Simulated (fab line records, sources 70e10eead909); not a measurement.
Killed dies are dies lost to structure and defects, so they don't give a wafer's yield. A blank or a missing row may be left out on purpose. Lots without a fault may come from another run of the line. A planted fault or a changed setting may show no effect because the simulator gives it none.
fab line records | flow nand_harc
record lots=13 wafers=39 last_day=33
route steps=1302 shown P_M1@303 A_M1@1189 A_BONDPAD@1203 END@1302
lots that met no fault: from a run of the same line without faults
start_h: hours from the record's first day to the start of the lot's first wafer shown | wait_h: hours since the lot's step before | " the same as in the row above | L1.1+2: a row that stands for several wafers | - no value, or no start given | * or withheld: withheld | < > ~ a bound
route shown NAME@n: a module of which the file shows steps, and the number in the route of the first | usual: mean/standard deviation of fault-free wafers | same: alike in all rows | chamber/n: place in a boat | sites: the reading at each site | _std_site: their standard deviation | _edge_site: outer sites' mean less inner sites' | radius_mm: how far each site lies from the wafer's centre | mask NAME#n: copy n | behind: the tool/chamber that last shaped the wafer | hold: why the lot was held/for how many hours/how that ended | device: the transistor (n, p or np) that didn't switch | end of line: the same wafers' tests at the end of the route | a step without rows: its recipe alone | killed: dies lost to structure and defects at the first sort, not the wafer's yield | map: a wafer's dies, x killed, . not, _ none there
set.NAME: the setting as run; set.NAME@STEP: as run at that earlier step | model.NAME: the simulator's own value behind a step, which no gauge read
steps of the route over a sample of lots; a table a step, a row a wafer
services: from which hour (start_h, from the record's first day; less than 0 if before it) a tool's chamber was out of use, for how many hours, and why
## steps
# step NHARC_P_M1_ETCH_28
# recipe target_depth_a=300 over_etch_frac=0.3 time_s=72.99 ion_energy_ev=150 cf4_flow_sccm=50 n2_flow_sccm=100 ar_flow_sccm=150 rf_w=300 bias_w=100 chemistry=CF4/N2
# usual drypump_motor_current_A=5.6/0.37 oes_product_au=1.000/0.0098 rf_vpp_V=313.7/2.1 showerhead_plenum_p_Torr=2.61/0.12 throttle_valve_pct=19.795/0.009
# columns lot.wafer tool chamber start_h wait_h drypump_motor_current_A oes_product_au rf_hours_counter_h rf_vpp_V showerhead_plenum_p_Torr throttle_valve_pct
L775.4 rie_diel-09 1 137.34 - 5.2 0.999 13 313.4 2.49 19.801
L775.5 " 0 " " 6.3 0.986 - 315.7 2.65 19.793
L775.6 " 1 " " 5.2 1.007 - 312.2 2.49 19.793
L777.3 rie_diel-09 1 156.37 - 5.2 0.992 0 310.8 2.49 19.801
L777.6 " 2 " " 5.7 1.015 - 318.1 2.77 19.800
L777.5 " 3 " " 5.5 1.005 - 313.5 2.45 19.789
L778.4 rie_diel-09 1 167.31 - 5.2 0.996 2 312.8 2.49 19.792
L778.1 " 2 " " 5.7 0.995 1 317.4 2.77 19.786
L778.5 " 1 " " 5.2 1.007 - 311.3 2.49 19.790
L780.1 rie_diel-09 0 181.55 - 6.3 0.986 3 313.1 2.65 19.785
L780.6 " 3 " " 5.5 0.995 - 310.9 2.45 19.789
L780.5 " 0 " " 6.3 0.982 - 313.4 2.65 19.790
L786.2 rie_diel-09 3 243.95 - 5.5 1.003 10 309.8 2.44 19.771
L786.5 " 0 " " 6.3 0.980 - 313.8 2.65 19.792
L786.6 " 1 " " 5.2 1.003 - 312.0 2.49 19.781
L787.3 rie_diel-09 1 254.38 - 5.2 0.989 11 311.7 2.49 19.782
L787.4 " 2 " " 5.7 1.003 9 317.4 2.77 19.784
L787.5 " 1 " " 5.2 0.991 - 312.2 2.49 19.800
L788.2 rie_diel-03 1 270.50 - 5.8 1.009 10 309.3 2.47 19.795
L788.5 " 1 " " 5.8 1.010 - 311.6 2.47 19.785
L788.6 " 2 " " 5.8 1.018 - 315.5 2.70 19.786
L789.2 rie_diel-07 2 274.26 - 5.3 1.009 41 315.9 2.73 19.790
L789.1 " 3 " " 5.2 1.004 42 314.3 2.60 19.793
L789.4 " 0 " " 6.1 1.007 43 317.5 2.79 19.789
L790.4 rie_diel-09 0 286.69 - 6.3 0.986 13 314.0 2.65 19.796
L790.2 " 1 " " 5.3 0.993 14 313.0 2.49 19.814
L790.1 " 2 " " 5.7 0.997 13 315.7 2.77 19.796
L793.4 rie_diel-09 2 312.18 - 5.7 1.000 15 316.7 2.77 19.787
L793.5 " 2 " " 5.7 1.005 - 315.9 2.77 19.791
L793.6 " 3 " " 5.5 0.999 - 311.3 2.44 19.796
L795.4 rie_diel-03 0 331.90 - 5.2 1.001 3 313.4 2.60 19.775
L795.1 " 1 " " 5.9 0.993 3 312.2 2.46 19.803
L795.3 " 3 " " 5.7 1.008 3 313.3 2.57 19.801
L796.3 rie_diel-09 0 352.55 - 6.3 0.996 2 314.1 2.64 19.795
L796.1 " 3 " " 5.5 0.996 2 310.4 2.44 19.799
L796.5 " 1 " " 5.2 0.993 - 312.8 2.49 19.797
L797.4 rie_diel-03 3 360.29 - 5.8 1.011 5 313.3 2.57 19.802
L797.3 " 0 " " 5.2 0.993 5 312.1 2.60 19.797
L797.5 " 1 " " 5.8 1.005 - 311.8 2.46 19.788
# step NHARC_A_M1_DEGAS_29
# recipe temp_c=250 time_s=60
# usual heater_power_w=336/26
# columns lot.wafer tool chamber start_h wait_h heater_power_w
L775.4 pvd_sputter-03 - 544.40 - 352
L775.6 " - " " 338
L775.5 " - " " 345
L777.3 pvd_sputter-03 - 549.78 - 364
L777.6 " - " " 301
L777.5 " - " " 340
L778.1 pvd_sputter-01 - 564.16 - 291
L778.4 " - " " 329
L778.5 " - " " 290
L780.1 pvd_sputter-02 - 571.64 - 339
L780.6 " - " " 314
L780.5 " - " " 317
L786.2 pvd_sputter-02 - 625.71 - 336
L786.6 " - " " 335
L786.5 " - " " 339
L787.4 pvd_sputter-03 - 646.40 - 306
L787.3 " - " " 357
L787.5 " - " " 370
L788.2 pvd_sputter-02 - 667.52 - 334
L788.6 " - " " 343
L788.5 " - " " 358
L789.1 pvd_sputter-03 - 669.45 - 362
L789.4 " - " " 342
L789.2 " - " " 345
L790.2 pvd_sputter-03 - 685.83 - 365
L790.1 " - " " 303
L790.4 " - " " 339
L793.4 pvd_sputter-03 - 708.33 - 366
L793.6 " - " " 350
L793.5 " - " " 349
L795.3 pvd_sputter-01 - 730.56 - 387
L795.4 " - " " 352
L795.1 " - " " 298
L796.3 pvd_sputter-01 - 740.98 - 357
L796.1 " - " " 322
L796.5 " - " " 297
L797.4 pvd_sputter-03 - 754.92 - 328
L797.3 " - " " 354
L797.5 " - " " 369
# step NHARC_A_BONDPAD_CMP_29
# recipe target_thk_nm=200 material=SiCN
# usual motor_current_A=11.9/1
# columns lot.wafer tool chamber start_h wait_h motor_current_A
L775.4 cmp-02 1 547.17 - 13.3
L775.6 " 2 " " 10.9
L775.5 " 3 " " 13.2
L777.3 cmp-02 0 552.45 - 11.3
L777.6 " 3 " " 13.7
L777.5 " 0 " " 10.3
L778.1 cmp-01 3 566.85 - 11.3
L778.4 " 1 " " 11.4
L778.5 " 2 " " 10.3
L780.1 cmp-01 0 574.33 - 13.8
L780.5 " 2 " " 10.0
L780.6 " 3 " " 10.4
L786.2 cmp-01 3 628.37 - 10.9
L786.6 " 3 " " 10.3
L786.5 " 0 " " 13.4
L787.4 cmp-02 0 649.17 - 10.4
L787.3 " 3 " " 13.5
L787.5 " 0 " " 10.6
L788.2 cmp-02 2 670.34 - 12.1
L788.5 " 2 " " 12.3
L788.6 " 3 " " 12.3
L789.2 cmp-04 2 672.11 - 11.5
L789.4 " 3 " " 12.0
L789.1 " 0 " " 11.8
L790.2 cmp-02 1 688.51 - 13.8
L790.1 " 2 " " 12.0
L790.4 " 3 " " 13.5
L793.4 cmp-04 3 711.04 - 11.7
L793.5 " 1 " " 12.6
L793.6 " 2 " " 12.2
L795.4 cmp-04 2 733.29 - 12.0
L795.1 " 3 " " 11.3
L795.3 " 0 " " 11.6
L796.1 cmp-04 2 743.67 - 12.1
L796.3 " 3 " " 11.4
L796.5 " 1 " " 12.5
L797.4 cmp-04 0 757.73 - 11.5
L797.3 " 3 " " 11.3
L797.5 " 1 " " 13.0
# step NHARC_A_BONDPAD_THK_MEAS_20
# recipe thk_meas_gauge=xrf
# usual thk_nm=170.0/1.5
# columns lot.wafer tool chamber start_h wait_h thk_nm
L775.4 film_metro-01 - 550.49 - 168.8
L775.5 " - " " 169.9
L775.6 " - " " 171.9
L777.3 film_metro-01 - 555.82 - 168.6
L777.5 " - " " 171.1
L777.6 " - " " 169.2
L778.1 film_metro-01 - 570.22 - 169.1
L778.4 " - " " 170.3
L778.5 " - " " 167.5
L780.1 film_metro-02 - 577.73 - 171.9
L780.5 " - " " 169.1
L780.6 " - " " 169.7
L786.2 film_metro-01 - 631.74 - 169.2
L786.5 " - " " 169.6
L786.6 " - " " 170.6
L787.3 film_metro-02 - 652.56 - 171.5
L787.4 " - " " 169.6
L787.5 " - " " 171.6
L788.2 film_metro-01 - 673.71 - 173.1
L788.5 " - " " 170.2
L788.6 " - " " 171.7
L789.1 film_metro-01 - 675.49 - 171.0
L789.2 " - " " 169.1
L789.4 " - " " 169.9
L790.1 film_metro-02 - 691.96 - 169.7
L790.2 " - " " 170.0
L790.4 " - " " 169.3
L793.4 film_metro-02 - 714.36 - 168.9
L793.5 " - " " 169.5
L793.6 " - " " 168.6
L795.1 film_metro-01 - 736.64 - 167.8
L795.3 " - " " 170.5
L795.4 " - " " 172.5
L796.1 film_metro-02 - 747.39 - 170.9
L796.3 " - " " 167.8
L796.5 " - " " 169.7
L797.3 film_metro-02 - 761.13 - 168.4
L797.4 " - " " 170.3
L797.5 " - " " 170.8
# step NHARC_END_SORT_01
# recipe temp_c=25
# usual defect_limited_yield=90.7/2.9 killed_at_array=58/20 killed_at_other=1.0/1.2 killed_at_periphery=4.1/3 killed_dies=63/20 killed_open=3.2/1.7 killed_short=2.5/1.5
# same gross_dies=677
# columns lot.wafer tool chamber start_h wait_h defect_limited_yield[%] killed_at_array killed_at_other killed_at_periphery killed_dies killed_open killed_short
L778.1 prober-01 0 600.06 2.5 89.7 28 3 39 70 1 6
L778.4 prober-01 0 602.46 3.4 79.6 24 3 111 138 3 4
L778.5 prober-01 0 603.26 3.7 80.6 24 3 104 131 2 3
L780.1 prober-02 0 605.02 2.5 80.1 27 2 106 135 1 4
L780.5 prober-02 0 608.20 3.7 80.9 24 1 104 129 2 4
L780.6 prober-02 0 608.99 4.0 88.8 21 1 54 76 8 2
# killed by level:class
L778.1 P_M1:unspecified=37 A_CONTACT:chamber_film_flake=9 A_CHANNEL_HOLE_D2:chamber_film_flake=7 A_CHANNEL_HOLE_D1:chamber_film_flake=3 THIN_TSV:chamber_film_flake=3 P_M0:geometric_particle:open=1 A_CHANNEL_HOLE_D1:geometric_particle:short=1 A_CHANNEL_FILL_D1:geometric_particle:short=1
L778.4 P_M1:unspecified=106 A_CHANNEL_HOLE_D2:chamber_film_flake=12 A_CONTACT:chamber_film_flake=3 A_CHANNEL_FILL_D1:geometric_particle:open=2 P_GATE:chamber_film_flake=2 A_CHANNEL_HOLE_D1:chamber_film_flake=2 THIN_TSV:chamber_film_flake=2 P_M0:geometric_particle:short=1
L778.5 P_M1:unspecified=101 A_CHANNEL_HOLE_D2:chamber_film_flake=10 A_CHANNEL_HOLE_D1:chamber_film_flake=7 A_CONTACT:chamber_film_flake=3 THIN_TSV:chamber_film_flake=2 P_GATE:geometric_particle:open=1 A_ONON_D2:geometric_particle:short=1 A_CHANNEL_HOLE_D2:geometric_particle:short=1
L780.1 P_M1:unspecified=105 A_CHANNEL_HOLE_D2:chamber_film_flake=11 A_CONTACT:chamber_film_flake=9 A_CHANNEL_HOLE_D1:chamber_film_flake=2 THIN_TSV:chamber_film_flake=2 A_ONON_D2:geometric_particle:short=1 A_WL_FILL:geometric_particle:short=1 A_M0:geometric_particle:open=1
L780.5 P_M1:unspecified=103 A_CHANNEL_HOLE_D2:chamber_film_flake=7 A_CONTACT:chamber_film_flake=6 A_CHANNEL_HOLE_D1:chamber_film_flake=2 A_DECK1_JOINT:geometric_particle:short=1 A_CHANNEL_FILL_D2:geometric_particle:short=1 A_SGD_CUT:geometric_particle:short=1 A_CONTACT:geometric_particle:short=1
L780.6 P_M1:unspecified=48 A_CHANNEL_HOLE_D2:chamber_film_flake=9 P_CONTACT:geometric_particle:open=3 A_CHANNEL_HOLE_D1:chamber_film_flake=3 A_M0:geometric_particle:open=2 A_CONTACT:chamber_film_flake=2 P_M0:geometric_particle:open=1 A_CHANNEL_FILL_D1:geometric_particle:short=1
## services
# columns tool chamber start_h hours kind
cmp-02 - 134.51 4.0 pm
rie_diel-09 - 143.10 9.0 pm
cmp-02 - 153.67 2.4 repair
pvd_sputter-03 - 160.26 17.6 repair
rie_diel-09 2 218.79 4.5 repair
rie_diel-09 0 239.80 1.7 repair
rie_diel-09 - 320.10 9.0 pm
pvd_sputter-03 - 355.81 10.0 pm
rie_diel-09 0 427.66 5.7 repair
rie_diel-09 1 431.50 4.7 repair
pvd_sputter-03 - 463.46 2.3 repair
rie_diel-09 0 463.49 5.8 repair
pvd_sputter-03 - 467.87 6.5 repair
rie_diel-09 0 480.93 3.9 repair
rie_diel-09 - 497.10 9.0 pm
pvd_sputter-03 - 533.81 10.0 pm
pvd_sputter-03 - 558.79 1.7 repair
pvd_sputter-03 - 599.04 1.9 repair
rie_diel-09 1 642.99 2.7 repair
pvd_sputter-03 - 656.29 9.2 repair
rie_diel-09 - 674.10 9.0 pm
pvd_sputter-03 - 711.81 10.0 pm
pvd_sputter-03 - 731.03 3.7 repair
pvd_sputter-03 - 740.45 4.4 repair
## key
first_sign step=NHARC_END_SORT_01 reading=killed_at_periphery direction=up sigmas=28 usual=4.1 struck=86.3
effect step=NHARC_END_SORT_01 reading=killed_dies direction=up sigmas=2.5 usual=63 struck=113 wafers_moved=5
more_kills_born_at NHARC_P_M1_ETCH_28@rie_diel-09=500
met_at NHARC_P_M1_ETCH_28
struck_lots L778,L780
not_acting_at NHARC_A_M1_DEGAS_29,NHARC_A_BONDPAD_CMP_29,NHARC_A_BONDPAD_THK_MEAS_20
onset_between 156.37 167.31
fault kind=chamber_particle_source tool=rie_diel-09 chamber=- onset_h=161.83 steps=NHARC_P_M1_ETCH_28 rate_per_visit_cm2=1.9207 end_h=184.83
